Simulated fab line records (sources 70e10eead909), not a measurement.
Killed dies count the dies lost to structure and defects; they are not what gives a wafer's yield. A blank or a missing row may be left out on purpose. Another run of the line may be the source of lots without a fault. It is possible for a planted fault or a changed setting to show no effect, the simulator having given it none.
What tool caused it? / flow nand_harc / Sampling: 14 lots, 42 wafers, 5 of 1302 route steps

WHAT THE GAUGES SHOWED, per wafer
NHARC_END_SORT_01.
lot=L721; measured=day 30 15:14; on=prober-01; defect_limited_yield (%)=0 0 0; killed_at_array=63 86 78; killed_at_other=0 0 0; killed_at_periphery=614 591 599; killed_dies=677 677 677; killed_open=2 3 5; killed_short=5 1 3
lot=L727; measured=day 34 08:28; on=prober-02; defect_limited_yield (%)=0 0 0; killed_at_array=72 65 62; killed_at_other=0 0 0; killed_at_periphery=605 612 615; killed_dies=677 677 677; killed_open=3 4 1; killed_short=4 1 3

EACH LOT AND THE TOOL THAT RAN IT (in order: tool; ch and the chambers of the sampled wafers; start)
lot=L704; NHARC_P_M0_DEP_32=pecvd-02 ch 1,2, day 6 08:41; NHARC_P_M1_DEGAS_29=pvd_sputter-02, day 6 11:10; NHARC_P_M1_PRE_CLEAN_30=pvd_sputter-02, day 6 13:28 or earlier; NHARC_P_M2_DEP_00=pecvd-04 ch 1,2, day 6 13:28
lot=L705; NHARC_P_M0_DEP_32=pecvd-02 ch 1,2, day 6 15:07; NHARC_P_M1_DEGAS_29=pvd_sputter-02, day 6 17:34; NHARC_P_M1_PRE_CLEAN_30=pvd_sputter-02, day 6 19:40 or earlier; NHARC_P_M2_DEP_00=pecvd-04 ch 0,1,2, day 6 19:40
lot=L706; NHARC_P_M0_DEP_32=pecvd-04 ch 0,1,2, day 7 00:55; NHARC_P_M1_DEGAS_29=pvd_sputter-03, day 7 03:32; NHARC_P_M1_PRE_CLEAN_30=pvd_sputter-03, day 7 05:40 or earlier; NHARC_P_M2_DEP_00=pecvd-02 ch 0,1,2, day 7 05:40
lot=L709; NHARC_P_M0_DEP_32=pecvd-02 ch 0,2, day 8 00:36; NHARC_P_M1_DEGAS_29=pvd_sputter-02, day 8 03:04; NHARC_P_M1_PRE_CLEAN_30=pvd_sputter-02, day 8 05:13 or earlier; NHARC_P_M2_DEP_00=pecvd-02 ch 0,1, day 8 05:13
lot=L708; NHARC_P_M0_DEP_32=pecvd-02 ch 0,2, day 8 01:19; NHARC_P_M1_DEGAS_29=pvd_sputter-03, day 8 04:00; NHARC_P_M1_PRE_CLEAN_30=pvd_sputter-03, day 8 06:13 or earlier; NHARC_P_M2_DEP_00=pecvd-01 ch 0,2, day 8 06:13
lot=L710; NHARC_P_M0_DEP_32=pecvd-04 ch 0,2, day 8 23:57; NHARC_P_M1_DEGAS_29=pvd_sputter-02, day 9 02:38; NHARC_P_M1_PRE_CLEAN_30=pvd_sputter-02, day 9 04:44 or earlier; NHARC_P_M2_DEP_00=pecvd-04 ch 1,2, day 9 04:44
lot=L712; NHARC_P_M0_DEP_32=pecvd-01 ch 0,1,2, day 9 11:53; NHARC_P_M1_DEGAS_29=pvd_sputter-03, day 9 14:17; NHARC_P_M1_PRE_CLEAN_30=pvd_sputter-03, day 9 16:24 or earlier; NHARC_P_M2_DEP_00=pecvd-04 ch 1,2, day 9 16:24
lot=L713; NHARC_P_M0_DEP_32=pecvd-01 ch 0,1,2, day 10 01:11; NHARC_P_M1_DEGAS_29=pvd_sputter-01, day 10 03:40; NHARC_P_M1_PRE_CLEAN_30=pvd_sputter-01, day 10 05:46 or earlier; NHARC_P_M2_DEP_00=pecvd-02 ch 0,2, day 10 05:46
lot=L714; NHARC_P_M0_DEP_32=pecvd-04 ch 0,1,2, day 10 16:30; NHARC_P_M1_DEGAS_29=pvd_sputter-03, day 10 19:00; NHARC_P_M1_PRE_CLEAN_30=pvd_sputter-03, day 10 21:07 or earlier; NHARC_P_M2_DEP_00=pecvd-04 ch 0,2, day 10 21:07
lot=L715; NHARC_P_M0_DEP_32=pecvd-04 ch 0,1,2, day 10 22:55; NHARC_P_M1_DEGAS_29=pvd_sputter-01, day 11 01:29; NHARC_P_M1_PRE_CLEAN_30=pvd_sputter-01, day 11 03:35 or earlier; NHARC_P_M2_DEP_00=pecvd-04 ch 0,1,2, day 11 03:35
lot=L716; NHARC_P_M0_DEP_32=pecvd-02 ch 0,1,2, day 11 12:23; NHARC_P_M1_DEGAS_29=pvd_sputter-02, day 11 14:46; NHARC_P_M1_PRE_CLEAN_30=pvd_sputter-02, day 11 16:58 or earlier; NHARC_P_M2_DEP_00=pecvd-02 ch 0,1,2, day 11 16:58
lot=L718; NHARC_P_M0_DEP_32=pecvd-02 ch 0,1,2, day 12 09:35; NHARC_P_M1_DEGAS_29=pvd_sputter-01, day 12 12:02; NHARC_P_M1_PRE_CLEAN_30=pvd_sputter-01, day 12 14:22 or earlier; NHARC_P_M2_DEP_00=pecvd-01 ch 1,2, day 12 14:22
lot=L721; NHARC_P_M0_DEP_32=pecvd-02 ch 0,1,2, day 13 08:25; NHARC_P_M1_DEGAS_29=pvd_sputter-02, day 13 10:51; NHARC_P_M1_PRE_CLEAN_30=pvd_sputter-02, day 13 13:04 or earlier; NHARC_P_M2_DEP_00=pecvd-04 ch 0,2, day 13 13:04
lot=L727; NHARC_P_M0_DEP_32=pecvd-04 ch 1,2, day 16 01:35; NHARC_P_M1_DEGAS_29=pvd_sputter-03, day 16 03:52; NHARC_P_M1_PRE_CLEAN_30=pvd_sputter-03, day 16 05:59 or earlier; NHARC_P_M2_DEP_00=pecvd-04 ch 1,2, day 16 05:59
- NHARC_P_M0_DEP_32: deposits SiCN, target thk 30 nm.
- NHARC_P_M1_DEGAS_29: time 60 s.
- NHARC_P_M1_PRE_CLEAN_30: time 30 s.
- NHARC_P_M2_DEP_00: deposits SiOC, target thk 182.5 nm.

AS READ BY THE TOOLS THEMSELVES (means over the sampled wafers that have a number; for cases with no such wafer, the mark the record gives instead)
NHARC_P_M0_DEP_32.
lot=L704; tool=pecvd-02; heater_power_w (W)=553
lot=L705; tool=pecvd-02; heater_power_w (W)=520
lot=L706; tool=pecvd-04; heater_power_w (W)=533
lot=L709; tool=pecvd-02; heater_power_w (W)=537
lot=L708; tool=pecvd-02; heater_power_w (W)=482
lot=L710; tool=pecvd-04; heater_power_w (W)=583
lot=L712; tool=pecvd-01; heater_power_w (W)=619
lot=L713; tool=pecvd-01; heater_power_w (W)=608
lot=L714; tool=pecvd-04; heater_power_w (W)=503
lot=L715; tool=pecvd-04; heater_power_w (W)=530
lot=L716; tool=pecvd-02; heater_power_w (W)=519
lot=L718; tool=pecvd-02; heater_power_w (W)=511
lot=L721; tool=pecvd-02; heater_power_w (W)=520
lot=L727; tool=pecvd-04; heater_power_w (W)=620

NHARC_P_M1_DEGAS_29.
lot=L704; tool=pvd_sputter-02; heater_power_w (W)=325
lot=L705; tool=pvd_sputter-02; heater_power_w (W)=358
lot=L706; tool=pvd_sputter-03; heater_power_w (W)=322
lot=L709; tool=pvd_sputter-02; heater_power_w (W)=336
lot=L708; tool=pvd_sputter-03; heater_power_w (W)=330
lot=L710; tool=pvd_sputter-02; heater_power_w (W)=333
lot=L712; tool=pvd_sputter-03; heater_power_w (W)=337
lot=L713; tool=pvd_sputter-01; heater_power_w (W)=308
lot=L714; tool=pvd_sputter-03; heater_power_w (W)=374
lot=L715; tool=pvd_sputter-01; heater_power_w (W)=311
lot=L716; tool=pvd_sputter-02; heater_power_w (W)=344
lot=L718; tool=pvd_sputter-01; heater_power_w (W)=309
lot=L721; tool=pvd_sputter-02; heater_power_w (W)=338
lot=L727; tool=pvd_sputter-03; heater_power_w (W)=371

NHARC_P_M1_PRE_CLEAN_30.
lot=L704; tool=pvd_sputter-02; heater_power_w (W)=419
lot=L705; tool=pvd_sputter-02; heater_power_w (W)=408
lot=L706; tool=pvd_sputter-03; heater_power_w (W)=426
lot=L709; tool=pvd_sputter-02; heater_power_w (W)=433
lot=L708; tool=pvd_sputter-03; heater_power_w (W)=440
lot=L710; tool=pvd_sputter-02; heater_power_w (W)=411
lot=L712; tool=pvd_sputter-03; heater_power_w (W)=438
lot=L713; tool=pvd_sputter-01; heater_power_w (W)=416
lot=L714; tool=pvd_sputter-03; heater_power_w (W)=390
lot=L715; tool=pvd_sputter-01; heater_power_w (W)=413
lot=L716; tool=pvd_sputter-02; heater_power_w (W)=419
lot=L718; tool=pvd_sputter-01; heater_power_w (W)=390
lot=L721; tool=pvd_sputter-02; heater_power_w (W)=385
lot=L727; tool=pvd_sputter-03; heater_power_w (W)=378

THE ANSWER, worked out from the rows above alone
Rule: the usual values come from the lots themselves. The widest of any qualifying gaps counts: lots, ordered by their means at a reading, are off when they make up no more than a third of the lots, leave a main group of 4 or more, and stand apart from it by 3 or more times the standard deviation of that group's means. Not used: any main group whose means are identical at the precision the tables above print for the reading. Also off: a lot with no number at a reading for which 4 or more lots have one. All remaining lots with rows at the step are treated as sound. Order of review: gauges by route order, followed by the tools' own readings, for which a lot's mean as printed above is used. At the first step where some lot is off, the reading lying furthest off is the one used; lots without a number count as furthest.
Nothing can be told from this: no lot is off at any reading shown.

WHAT HAD BEEN PUT IN BY THE SIMULATOR
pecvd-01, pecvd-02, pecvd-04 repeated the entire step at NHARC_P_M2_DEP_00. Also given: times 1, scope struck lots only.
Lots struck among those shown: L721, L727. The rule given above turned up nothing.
